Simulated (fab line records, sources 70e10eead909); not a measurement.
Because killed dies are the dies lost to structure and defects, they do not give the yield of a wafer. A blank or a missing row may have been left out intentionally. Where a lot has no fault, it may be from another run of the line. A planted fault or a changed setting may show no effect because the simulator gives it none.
Which tool is to blame? -- flow nand-harc -- 72 wafers from 24 lots sampled at 3 of the route's 1159 steps

## WHAT THE GAUGES READ, wafer by wafer
NHARC_A_M0_CD_MEAS_16.
lot,measured,on,cd-nm (nm)
L074,day 17 10:49,cd-sem-03,78.8 78.2 78.1
L075,day 17 21:59,cd-sem-03,79.7 78.6 79.3
L076,day 18 01:12,cd-sem-01,80.5 80.8 79.4
L077,day 18 01:32,cd-sem-02,78.5 79.5 80.3
L078,day 19 07:49,cd-sem-02,81.0 79.8 79.6
L079,day 19 09:26,cd-sem-01,79.8 80.2 79.5
L080,day 19 14:44,cd-sem-01,80.5 80.2 80.4
L082,day 19 20:07,cd-sem-02,81.1 80.1 80.8
L081,day 19 20:17,cd-sem-02,79.4 80.1 79.9
L083,day 20 05:24,cd-sem-02,80.4 81.8 81.2
L084,day 20 11:16,cd-sem-03,81.5 80.7 80.3
L087,day 20 14:34,cd-sem-02,78.1 79.3 78.7
L085,day 20 20:38,cd-sem-03,81.0 79.6 79.2
L086,day 21 01:08,cd-sem-02,79.1 80.2 80.0
L088,day 21 11:20,cd-sem-03,80.1 81.1 80.8
L089,day 21 11:44,cd-sem-03,79.7 81.5 80.3
L091,day 21 22:31,cd-sem-01,79.5 79.3 79.8
L090,day 22 05:26,cd-sem-03,80.5 80.0 80.7
L092,day 22 11:07,cd-sem-01,80.5 79.8 80.1
L094,day 22 18:53,cd-sem-01,80.9 81.0 81.4
L096,day 22 19:58,cd-sem-03,80.2 80.6 79.7
L095,day 23 01:32,cd-sem-01,78.6 79.3 78.4
L093,day 23 01:55,cd-sem-02,78.4 78.2 78.1
L097,day 23 16:56,cd-sem-02,80.3 81.3 79.8

NHARC_A_M1_OVL_MEAS_10: pitch 240 nm.
lot,measured,on,overlay-x-nm (nm),overlay-y-nm (nm)
L074,day 17 14:29,overlay-02,-1.7 -1.4 -1.7,0.0 0.5 0.5
L075,day 18 01:52,overlay-01,1.1 1.6 0.9,0.0 -0.2 -0.8
L076,day 18 04:44,overlay-02,0.6 -0.1 0.2,1.2 0.9 1.2
L077,day 18 05:22,overlay-02,0.9 0.6 0.8,0.1 0.2 0.2
L078,day 19 11:26,overlay-01,-0.7 -1.0 -0.6,-1.0 -1.0 -0.9
L079,day 19 13:02,overlay-02,-0.4 -0.4 0.4,0.2 0.4 -0.2
L080,day 19 18:30,overlay-01,-0.9 -0.5 0.0,0.4 0.3 -0.1
L082,day 19 23:38,overlay-01,0.5 0.3 0.5,-1.7 -1.6 -1.6
L081,day 20 00:03,overlay-02,-1.3 -1.5 -1.0,-0.4 -0.7 -1.1
L083,day 20 09:19,overlay-01,-0.9 -0.2 -0.8,0.8 1.1 0.5
L084,day 20 14:56,overlay-02,-1.7 -1.1 -1.6,-0.4 -0.1 0.1
L087,day 20 18:37,overlay-01,0.4 0.9 0.5,0.6 0.3 0.8
L085,day 21 00:29,overlay-02,1.3 1.1 1.2,-0.3 -0.7 -1.2
L086,day 21 05:17,overlay-01,-0.8 -0.2 -0.7,-0.5 -0.2 -0.2
L088,day 21 15:20,overlay-01,1.4 1.5 0.7,0.1 0.3 0.4
L089,day 21 16:02,overlay-02,0.1 -0.3 -0.3,-1.0 -0.9 -1.0
L091,day 22 02:28,overlay-01,0.6 0.6 0.1,-0.6 -0.9 -0.7
L090,day 22 08:58,overlay-02,-1.1 -0.3 -0.8,0.9 1.5 1.4
L092,day 22 15:04,overlay-02,0.4 0.8 -0.1,-0.8 -0.5 -1.4
L094,day 22 22:43,overlay-02,-0.4 -0.7 -0.3,0.5 0.5 0.1
L096,day 22 23:50,overlay-01,0.5 -0.2 0.3,0.0 -0.2 0.3
L095,day 23 05:15,overlay-01,2.4 1.6 1.8,0.8 -0.5 0.3
L093,day 23 05:36,overlay-01,-0.5 -0.4 -0.6,-1.1 -1.2 -1.4
L097,day 23 20:29,overlay-02,-0.3 -0.1 -0.4,-0.8 -1.0 -0.4

## EACH LOT AND THE TOOL THAT RAN IT (in order: tool; ch and the chambers of the sampled wafers; start)
lot,NHARC_A_M0_PVD_21
L074,"pvd-sputter-03, day 17 14:29 or earlier"
L075,"pvd-sputter-01, day 18 01:52 or earlier"
L076,"pvd-sputter-02, day 18 04:44 or earlier"
L077,"pvd-sputter-01, day 18 05:22 or earlier"
L078,"pvd-sputter-02, day 19 11:26 or earlier"
L079,"pvd-sputter-03, day 19 13:02 or earlier"
L080,"pvd-sputter-02, day 19 18:30 or earlier"
L082,"pvd-sputter-02, day 19 23:38 or earlier"
L081,"pvd-sputter-03, day 20 00:03 or earlier"
L083,"pvd-sputter-02, day 20 09:19 or earlier"
L084,"pvd-sputter-01, day 20 14:56 or earlier"
L087,"pvd-sputter-02, day 20 18:37 or earlier"
L085,"pvd-sputter-03, day 21 00:29 or earlier"
L086,"pvd-sputter-03, day 21 05:17 or earlier"
L088,"pvd-sputter-02, day 21 15:20 or earlier"
L089,"pvd-sputter-03, day 21 16:02 or earlier"
L091,"pvd-sputter-02, day 22 02:28 or earlier"
L090,"pvd-sputter-01, day 22 08:58 or earlier"
L092,"pvd-sputter-02, day 22 15:04 or earlier"
L094,"pvd-sputter-02, day 22 22:43 or earlier"
L096,"pvd-sputter-02, day 22 23:50 or earlier"
L095,"pvd-sputter-01, day 23 05:15 or earlier"
L093,"pvd-sputter-02, day 23 05:36 or earlier"
L097,"pvd-sputter-03, day 23 20:29 or earlier"
- NHARC_A_M0_PVD_21: deposits Cu, target thk 30 nm, time 20.49 s.

## AS READ BY THE TOOLS THEMSELVES (means over the sampled wafers that have a number; for cases with no such wafer, the mark the record gives instead)
NHARC_A_M0_PVD_21.
lot,tool,substrate-temp-c (C),throttle-valve-pct (%)
L074,pvd-sputter-03,29.99,30.9
L075,pvd-sputter-01,30.11,29.4
L076,pvd-sputter-02,29.91,28.9
L077,pvd-sputter-01,30.04,29.0
L078,pvd-sputter-02,29.96,28.6
L079,pvd-sputter-03,30.03,30.8
L080,pvd-sputter-02,30.10,28.4
L082,pvd-sputter-02,30.09,28.1
L081,pvd-sputter-03,30.02,30.8
L083,pvd-sputter-02,30.10,28.9
L084,pvd-sputter-01,30.02,29.3
L087,pvd-sputter-02,30.02,28.6
L085,pvd-sputter-03,29.99,30.4
L086,pvd-sputter-03,30.12,30.4
L088,pvd-sputter-02,29.95,28.3
L089,pvd-sputter-03,29.93,30.6
L091,pvd-sputter-02,30.02,28.5
L090,pvd-sputter-01,30.00,29.4
L092,pvd-sputter-02,30.04,28.3
L094,pvd-sputter-02,29.95,28.5
L096,pvd-sputter-02,30.02,28.2
L095,pvd-sputter-01,30.11,29.2
L093,pvd-sputter-02,29.97,28.5
L097,pvd-sputter-03,29.89,30.5

## THE ANSWER, worked out from the rows above alone
Rule: usual is defined by the lots themselves. The widest of any qualifying gaps counts: lots, ordered by their means at a reading, are off when they make up no more than a third of the lots, leave a main group of 4 or more, and stand apart from it by 3 or more times the standard deviation of that group's means. If all means in a main group match to the digits the tables above print for the reading, that group is not used. A lot without any number at a reading at which 4 lots or more have one is off too. Where the step has rows for the other lots, those lots are counted as sound. After the gauges, taken in route order, come the tools' own readings; for these a lot's mean is taken, as printed above. At the first step where some lot is off, the reading lying furthest off is the one used; lots without a number count as furthest.
None of the lots is off at any reading shown; this tells nothing.

## WHAT WAS PUT IN BY THE SIMULATOR
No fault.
